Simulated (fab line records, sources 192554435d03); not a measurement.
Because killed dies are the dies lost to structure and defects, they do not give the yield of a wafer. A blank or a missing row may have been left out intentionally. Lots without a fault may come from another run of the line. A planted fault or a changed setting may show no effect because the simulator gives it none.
fab line records    flow n5-finfet    part 2 of 2: steps 27 to 27 of 27
[record] lots = 6  wafers = 18  last-day = 19
route steps=1938 shown BEOL_M0@719 BEOL_M4@1111 PASSIVATION@1936
lots untouched by any fault: they come from a run of this same line in which no faults occurred
start-h: start of the lot's first displayed wafer, in hours after the record's first day    wait-h: how many hours have passed since the lot's step before this one    " as in the row above    L1.1+2: one row covering several wafers at once    - no value present, or no start provided    * or withheld: withheld    < > ~ a bound
route shown NAME@n: a module of which the file shows steps, and the number in the route of the first    usual: the fault-free wafers' mean and standard deviation    same: alike in all rows    chamber/n: place in a boat    sites: readings site by site    _std_site: their standard deviation    _edge_site: mean of outer sites minus mean of inner sites    radius-mm: how far each site lies from the wafer's centre    mask NAME#n: copy n    behind: the tool/chamber that last shaped the wafer    hold: why the lot went on hold/how many hours it stayed there/how the hold came to an end    device: transistor that didn't switch, given as n, p or np    end of line: tests run on the same wafers once the route is complete    a step with no rows: only its recipe    killed: not the wafer's yield, but the dies lost to structure and defects at the first sort    map: dies across one wafer; x = killed, . = not, _ = none there
set.NAME: the setting that was run; set.NAME@STEP: the one run at that earlier step    model.NAME: the simulator's own value behind a step, which no gauge read
lots at some steps of the route; a table a step, a row a wafer
services: when a tool's chamber went out of use (start-h, in hours from the record's first day, below 0 if earlier), for how many hours, and the reason
[[steps]]
[step N5_PASSIVATION_PROBE_49]
[usual] defect-limited-yield = 91.3/1.4  killed_at_M0_to_M3 = 34/10  killed_at_M4_up = 14/5.5  killed-at-contacts = 12/6  killed-at-front-end = 40/10  killed-at-other = 3.0/2.4  killed-dies = 103/17  killed-on-rim = 13/4.3  killed-open = 68/13  killed-short = 34/7.8  sort_bin_5_function = 5.1/0.97  sort_bin_6_memory = 3.3/0.66  sort_bin_8_speed = 0.02/0.12  sort-n-pass = 1077/17  sort-yield-pct = 91.2/1.4
[same] gross-dies = 1180  killed-at-back-side = 0  sort_bin_4_leakage[%] = 0
lot.wafer  tool       chamber  start-h  wait-h  defect-limited-yield[%]  killed_at_M0_to_M3  killed_at_M4_up  killed-at-contacts  killed-at-front-end  killed-at-other  killed-dies  killed-on-rim  killed-open  killed-short  sort_bin_5_function[%]  sort_bin_6_memory[%]  sort_bin_8_speed[%]  sort-n-pass  sort-yield-pct[%]
L387.1     prober-01  -        346.29   0.0     90.1                     62                  20               9                   24                   2                117          14             85           32            6.2                     3.6                   0                    1063         90.1
L387.5     prober-01  -        346.49   0.2     91.2                     37                  20               12                  35                   0                104          15             61           42            4.9                     3.5                   0.08                 1075         91.1
L387.6     prober-01  -        346.54   0.3     92.6                     36                  14               6                   31                   0                87           15             57           29            3.8                     3.1                   0                    1093         92.6
L386.3     prober-02  -        347.68   0.1     93.1                     28                  15               7                   30                   1                81           13             54           27            4.1                     2.5                   0                    1099         93.1
L386.5     prober-02  -        347.78   0.2     90.6                     28                  12               7                   62                   2                111          10             65           42            6.4                     2.6                   0                    1069         90.6
L386.6     prober-02  -        347.83   0.3     91.4                     31                  15               10                  46                   0                102          9              69           32            5.6                     2.7                   0                    1078         91.4
L392.1     prober-02  -        404.41   0.0     92.4                     29                  9                3                   45                   4                90           12             61           28            4.8                     2.7                   0                    1090         92.4
L392.4     prober-02  -        404.56   0.2     92.4                     32                  13               11                  32                   2                90           13             57           31            4.2                     3.3                   0                    1090         92.4
L392.6     prober-02  -        404.66   0.3     93.3                     25                  12               5                   34                   3                79           13             46           33            3.8                     2.5                   0                    1101         93.3
L395.1     prober-01  -        416.60   0.0     90.4                     51                  20               6                   35                   1                113          11             80           33            5.9                     3.5                   0                    1067         90.4
L395.4     prober-01  -        416.75   0.2     91.4                     41                  5                8                   43                   4                101          18             52           48            4.9                     3.3                   0                    1079         91.4
L395.6     prober-01  -        416.85   0.3     91.4                     33                  13               8                   47                   1                102          14             67           30            5.1                     3.0                   0                    1078         91.4
L401.1     prober-01  -        450.28   0.0     0                        1114                12               11                  37                   6                1180         152            62           32            96.0                    3.8                   0                    0            0
L401.4     prober-01  -        450.43   0.2     0                        1117                16               5                   33                   9                1180         152            52           30            96.8                    3.1                   0                    0            0
L401.5     prober-01  -        450.48   0.2     0                        1115                10               20                  30                   5                1180         152            69           26            96.9                    2.9                   0                    0            0
L402.3     prober-01  -        454.39   0.1     0                        1120                20               9                   29                   2                1180         152            52           36            97.1                    2.8                   0                    0            0
L402.5     prober-01  -        454.49   0.2     0                        1128                13               4                   34                   1                1180         152            44           40            97.2                    2.5                   0                    0            0
L402.6     prober-01  -        454.54   0.3     0                        1100                28               6                   40                   6                1180         152            71           32            96.4                    3.5                   0                    0            0
// killed by level:class
L387.1 BEOL_M3:geometric-particle:open=17 BEOL_M4:geometric-particle:open=11 BEOL_M0_SAQP:geometric-particle:short=11 BEOL_M0_SAQP:geometric-particle:open=11 MOL_CONTACT_COAG:geometric-particle:open=9 BEOL_M1:geometric-particle:open=8 BEOL_M2:geometric-particle:open=7 STARTING-WAFER:geometric-particle:short=6
L387.5 BEOL_M4:geometric-particle:short=10 STI_FIN_REVEAL:geometric-particle:open=9 BEOL_M3:geometric-particle:open=9 BEOL_M0_SAQP:geometric-particle:short=9 MOL_CONTACT_COAG:geometric-particle:open=8 BEOL_M1:geometric-particle:open=8 BEOL_M4:geometric-particle:open=8 FIN_SAQP:geometric-particle:short=5
L387.6 BEOL_M1:geometric-particle:open=10 BEOL_M4:geometric-particle:open=8 FIN_SAQP:geometric-particle:short=6 FIN_SAQP:geometric-particle:open=6 STI_FIN_REVEAL:geometric-particle:open=6 BEOL_M0_SAQP:geometric-particle:short=6 STARTING-WAFER:geometric-particle:short=6 MOL_CONTACT_COAG:geometric-particle:open=5
L386.3 BEOL_M2:geometric-particle:open=11 MOL_CONTACT_COAG:geometric-particle:open=6 DUMMY_GATE:geometric-particle:open=6 BEOL_M0_SAQP:geometric-particle:open=6 FIN_SAQP:geometric-particle:short=5 BEOL_M4:geometric-particle:open=5 STARTING-WAFER:geometric-particle:short=4 BEOL_M3:geometric-particle:open=4
L386.5 STI_FIN_REVEAL:geometric-particle:open=23 BEOL_M0_SAQP:geometric-particle:short=10 FIN_SAQP:geometric-particle:short=7 GATE_CUT:geometric-particle:short=6 MOL_CONTACT_COAG:geometric-particle:open=6 BEOL_M1:geometric-particle:open=6 BEOL_M4:geometric-particle:open=6 STI_FIN_REVEAL:geometric-particle:short=5
L386.6 STI_FIN_REVEAL:geometric-particle:open=11 BEOL_M0_SAQP:geometric-particle:short=9 DUMMY_GATE:geometric-particle:open=8 MOL_CONTACT_COAG:geometric-particle:open=8 BEOL_M0_SAQP:geometric-particle:open=7 BEOL_M1:geometric-particle:open=6 BEOL_M4:geometric-particle:open=6 STARTING-WAFER:geometric-particle:open=6
L392.1 STI_FIN_REVEAL:geometric-particle:open=11 BEOL_M3:geometric-particle:open=9 FIN_SAQP:geometric-particle:short=7 FIN_SAQP:geometric-particle:open=7 BEOL_M0_SAQP:geometric-particle:open=7 STI_FIN_REVEAL:geometric-particle:short=6 BEOL_M0_SAQP:geometric-particle:short=6 DUMMY_GATE:geometric-particle:open=4
L392.4 MOL_CONTACT_COAG:geometric-particle:open=9 BEOL_M4:geometric-particle:open=9 STI_FIN_REVEAL:geometric-particle:open=8 FIN_SAQP:geometric-particle:short=7 BEOL_M1:geometric-particle:open=7 BEOL_M0_SAQP:geometric-particle:short=6 BEOL_M3:geometric-particle:open=6 FIN_SAQP:geometric-particle:open=3
L392.6 BEOL_M0_SAQP:geometric-particle:short=11 DUMMY_GATE:geometric-particle:open=7 BEOL_M4:geometric-particle:open=6 BEOL_M0_SAQP:geometric-particle:open=5 STARTING-WAFER:geometric-particle:short=5 GATE_CUT:geometric-particle:open=4 GATE_CUT:geometric-particle:short=4 MOL_CONTACT_COAG:geometric-particle:open=4
L395.1 BEOL_M3:geometric-particle:open=13 BEOL_M0_SAQP:geometric-particle:short=11 BEOL_M0_SAQP:geometric-particle:open=9 BEOL_M1:geometric-particle:open=9 BEOL_M4:geometric-particle:open=9 FIN_SAQP:geometric-particle:short=7 MOL_CONTACT_COAG:geometric-particle:open=6 STI_FIN_REVEAL:geometric-particle:open=5
L395.4 FIN_SAQP:geometric-particle:short=14 BEOL_M3:geometric-particle:open=11 BEOL_M0_SAQP:geometric-particle:short=9 MOL_CONTACT_COAG:geometric-particle:open=7 BEOL_M0_SAQP:geometric-particle:open=6 DUMMY_GATE:geometric-particle:open=5 GATE_CUT:geometric-particle:short=5 FIN_SAQP:geometric-particle:open=4
L395.6 STI_FIN_REVEAL:geometric-particle:open=12 BEOL_M3:geometric-particle:open=11 BEOL_M4:geometric-particle:open=9 FIN_SAQP:geometric-particle:short=8 FIN_SAQP:geometric-particle:open=8 MOL_CONTACT_COAG:geometric-particle:open=7 BEOL_M0_SAQP:geometric-particle:short=5 BEOL_M1:geometric-particle:open=5
L401.1 BEOL_M0:area-ald=1082 MOL_CONTACT_COAG:geometric-particle:open=10 BEOL_M0_SAQP:geometric-particle:open=9 FIN_SAQP:geometric-particle:short=8 STI_FIN_REVEAL:geometric-particle:open=6 FIN_SAQP:geometric-particle:open=5 DUMMY_GATE:geometric-particle:open=5 BEOL_M0_SAQP:geometric-particle:short=5
L401.4 BEOL_M0:area-ald=1097 FIN_SAQP:geometric-particle:short=9 FIN_SAQP:geometric-particle:open=6 BEOL_M5:geometric-particle:open=6 BEOL_M2:geometric-particle:open=5 BEOL_M4:geometric-particle:open=5 DUMMY_GATE:geometric-particle:short=4 MOL_CONTACT_COAG:geometric-particle:open=4
L401.5 BEOL_M0:area-ald=1083 MOL_CONTACT_COAG:geometric-particle:open=15 BEOL_M3:geometric-particle:open=10 FIN_SAQP:geometric-particle:short=7 BEOL_M0_SAQP:geometric-particle:open=7 BEOL_M2:geometric-particle:open=6 FIN_SAQP:geometric-particle:open=5 ILD0:geometric-particle:open=5
L402.3 BEOL_M0:area-ald=1091 BEOL_M0_SAQP:geometric-particle:short=9 MOL_CONTACT_COAG:geometric-particle:open=8 BEOL_M4:geometric-particle:open=8 FIN_SAQP:geometric-particle:short=7 BEOL_M2:geometric-particle:open=7 BEOL_M0_SAQP:geometric-particle:open=6 BEOL_M3:geometric-particle:open=4
L402.5 BEOL_M0:area-ald=1096 BEOL_M0_SAQP:geometric-particle:open=7 BEOL_M0_SAQP:geometric-particle:short=7 FIN_SAQP:geometric-particle:open=5 STARTING-WAFER:geometric-particle:short=5 FIN_SAQP:geometric-particle:short=4 BEOL_M1:geometric-particle:open=4 DUMMY_GATE:geometric-particle:open=4
L402.6 BEOL_M0:area-ald=1076 FIN_SAQP:geometric-particle:short=9 BEOL_M4:geometric-particle:open=9 ILD0:geometric-particle:open=7 STI_FIN_REVEAL:geometric-particle:open=6 BEOL_M0_SAQP:geometric-particle:open=6 BEOL_M2:geometric-particle:open=6 DUMMY_GATE:geometric-particle:open=5
// map L401.1 (x killed, . not)
_________________xxxxxxxxxxxx________________
______________xxxxxxxxxxxxxxxxxx_____________
___________xxxxxxxxxxxxxxxxxxxxxxxx__________
__________xxxxxxxxxxxxxxxxxxxxxxxxxx_________
________xxxxxxxxxxxxxxxxxxxxxxxxxxxxxx_______
_______xxxxxxxxxxxxxxxxxxxxxxxxxxxxxxxx______
______xxxxxxxxxxxxxxxxxxxxxxxxxxxxxxxxxx_____
_____xxxxxxxxxxxxxxxxxxxxxxxxxxxxxxxxxxxx____
____xxxxxxxxxxxxxxxxxxxxxxxxxxxxxxxxxxxxxx___
___xxxxxxxxxxxxxxxxxxxxxxxxxxxxxxxxxxxxxxxx__
___xxxxxxxxxxxxxxxxxxxxxxxxxxxxxxxxxxxxxxxx__
__xxxxxxxxxxxxxxxxxxxxxxxxxxxxxxxxxxxxxxxxxx_
__xxxxxxxxxxxxxxxxxxxxxxxxxxxxxxxxxxxxxxxxxx_
_xxxxxxxxxxxxxxxxxxxxxxxxxxxxxxxxxxxxxxxxxxxx
_xxxxxxxxxxxxxxxxxxxxxxxxxxxxxxxxxxxxxxxxxxxx
_xxxxxxxxxxxxxxxxxxxxxxxxxxxxxxxxxxxxxxxxxxxx
_xxxxxxxxxxxxxxxxxxxxxxxxxxxxxxxxxxxxxxxxxxxx
_xxxxxxxxxxxxxxxxxxxxxxxxxxxxxxxxxxxxxxxxxxxx
_xxxxxxxxxxxxxxxxxxxxxxxxxxxxxxxxxxxxxxxxxxxx
_xxxxxxxxxxxxxxxxxxxxxxxxxxxxxxxxxxxxxxxxxxxx
_xxxxxxxxxxxxxxxxxxxxxxxxxxxxxxxxxxxxxxxxxxxx
__xxxxxxxxxxxxxxxxxxxxxxxxxxxxxxxxxxxxxxxxxx_
__xxxxxxxxxxxxxxxxxxxxxxxxxxxxxxxxxxxxxxxxxx_
___xxxxxxxxxxxxxxxxxxxxxxxxxxxxxxxxxxxxxxxx__
___xxxxxxxxxxxxxxxxxxxxxxxxxxxxxxxxxxxxxxxx__
____xxxxxxxxxxxxxxxxxxxxxxxxxxxxxxxxxxxxxx___
_____xxxxxxxxxxxxxxxxxxxxxxxxxxxxxxxxxxxx____
______xxxxxxxxxxxxxxxxxxxxxxxxxxxxxxxxxx_____
_______xxxxxxxxxxxxxxxxxxxxxxxxxxxxxxxx______
________xxxxxxxxxxxxxxxxxxxxxxxxxxxxxx_______
__________xxxxxxxxxxxxxxxxxxxxxxxxxx_________
___________xxxxxxxxxxxxxxxxxxxxxxxx__________
______________xxxxxxxxxxxxxxxxxx_____________
_________________xxxxxxxxxxxx________________
// map L402.3 (x killed, . not)
_________________xxxxxxxxxxxx________________
______________xxxxxxxxxxxxxxxxxx_____________
___________xxxxxxxxxxxxxxxxxxxxxxxx__________
__________xxxxxxxxxxxxxxxxxxxxxxxxxx_________
________xxxxxxxxxxxxxxxxxxxxxxxxxxxxxx_______
_______xxxxxxxxxxxxxxxxxxxxxxxxxxxxxxxx______
______xxxxxxxxxxxxxxxxxxxxxxxxxxxxxxxxxx_____
_____xxxxxxxxxxxxxxxxxxxxxxxxxxxxxxxxxxxx____
____xxxxxxxxxxxxxxxxxxxxxxxxxxxxxxxxxxxxxx___
___xxxxxxxxxxxxxxxxxxxxxxxxxxxxxxxxxxxxxxxx__
___xxxxxxxxxxxxxxxxxxxxxxxxxxxxxxxxxxxxxxxx__
__xxxxxxxxxxxxxxxxxxxxxxxxxxxxxxxxxxxxxxxxxx_
__xxxxxxxxxxxxxxxxxxxxxxxxxxxxxxxxxxxxxxxxxx_
_xxxxxxxxxxxxxxxxxxxxxxxxxxxxxxxxxxxxxxxxxxxx
_xxxxxxxxxxxxxxxxxxxxxxxxxxxxxxxxxxxxxxxxxxxx
_xxxxxxxxxxxxxxxxxxxxxxxxxxxxxxxxxxxxxxxxxxxx
_xxxxxxxxxxxxxxxxxxxxxxxxxxxxxxxxxxxxxxxxxxxx
_xxxxxxxxxxxxxxxxxxxxxxxxxxxxxxxxxxxxxxxxxxxx
_xxxxxxxxxxxxxxxxxxxxxxxxxxxxxxxxxxxxxxxxxxxx
_xxxxxxxxxxxxxxxxxxxxxxxxxxxxxxxxxxxxxxxxxxxx
_xxxxxxxxxxxxxxxxxxxxxxxxxxxxxxxxxxxxxxxxxxxx
__xxxxxxxxxxxxxxxxxxxxxxxxxxxxxxxxxxxxxxxxxx_
__xxxxxxxxxxxxxxxxxxxxxxxxxxxxxxxxxxxxxxxxxx_
___xxxxxxxxxxxxxxxxxxxxxxxxxxxxxxxxxxxxxxxx__
___xxxxxxxxxxxxxxxxxxxxxxxxxxxxxxxxxxxxxxxx__
____xxxxxxxxxxxxxxxxxxxxxxxxxxxxxxxxxxxxxx___
_____xxxxxxxxxxxxxxxxxxxxxxxxxxxxxxxxxxxx____
______xxxxxxxxxxxxxxxxxxxxxxxxxxxxxxxxxx_____
_______xxxxxxxxxxxxxxxxxxxxxxxxxxxxxxxx______
________xxxxxxxxxxxxxxxxxxxxxxxxxxxxxx_______
__________xxxxxxxxxxxxxxxxxxxxxxxxxx_________
___________xxxxxxxxxxxxxxxxxxxxxxxx__________
______________xxxxxxxxxxxxxxxxxx_____________
_________________xxxxxxxxxxxx________________
[[services]]
tool            chamber  start-h  hours  kind
rie-diel-04     3        130.10   -      clean
rie-diel-04     3        130.10   -      consumable-replace:focus-ring
rie-diel-04     3        130.10   23.7   scheduled-down
rie-diel-04     3        130.10   23.7   vent-cycle
rie-diel-06     0        130.10   4.0    repair
pvd-sputter-01  -        133.60   1.9    repair
cmp-03          -        135.22   8.7    pm
pvd-sputter-01  -        143.27   4.6    repair
rie-diel-01     3        156.77   43.4   repair
ald-metal-04    0        161.70   29.6   repair
rie-diel-04     1        171.89   1.4    repair
rie-diel-06     3        181.80   17.0   repair
cmp-01          -        183.03   4.0    pm
cmp-01          -        187.03   -      consumable-replace:conditioner
cmp-01          -        187.03   -      consumable-replace:pad
ald-metal-02    3        198.45   -      calibration
rie-diel-01     -        202.64   0.5    repair
ald-metal-01    -        210.02   1.2    pm
ald-metal-02    2        212.41   186.2  repair
cmp-01          -        212.85   1.8    repair
ald-metal-04    0        220.13   4.8    repair
ald-metal-04    -        222.03   1.1    repair
ald-metal-02    3        226.62   7.0    repair
cmp-03          -        238.14   4.0    pm
[[key]]
[first-sign] step = N5_BEOL_M0_ALD_136  reading = tool-record  direction = missing
[effect] step = N5_BEOL_M0_CMP_120  reading = barrier-field-endpoint-s  direction = down  sigmas = 13  usual = 3.67  struck = 2.02
[effect] step = N5_PASSIVATION_PROBE_49  reading = killed_at_M0_to_M3  direction = up  sigmas = 99+  usual = 34  struck = 1116
[more-kills-born-at] N5_BEOL_M0_ALD_136@ald-metal-02 = 6525
met-at N5_BEOL_M0_ALD_136
struck-wafers L401.1,L401.4,L401.5,L402.3,L402.5,L402.6
later-rows-left-out L401.1,L401.4,L401.5,L402.3,L402.5,L402.6
onset-between 152.91 240.28
[fault] kind = skipped-step-whole  tool = ald-metal-02  chamber = -  onset-h = 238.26  steps = N5_BEOL_M0_ALD_136  scope = struck-lots-only
// later-rows-left-out: the simulator's readings of these wafers behind a module that went badly wrong aren't trusted and aren't shown, but for the sort
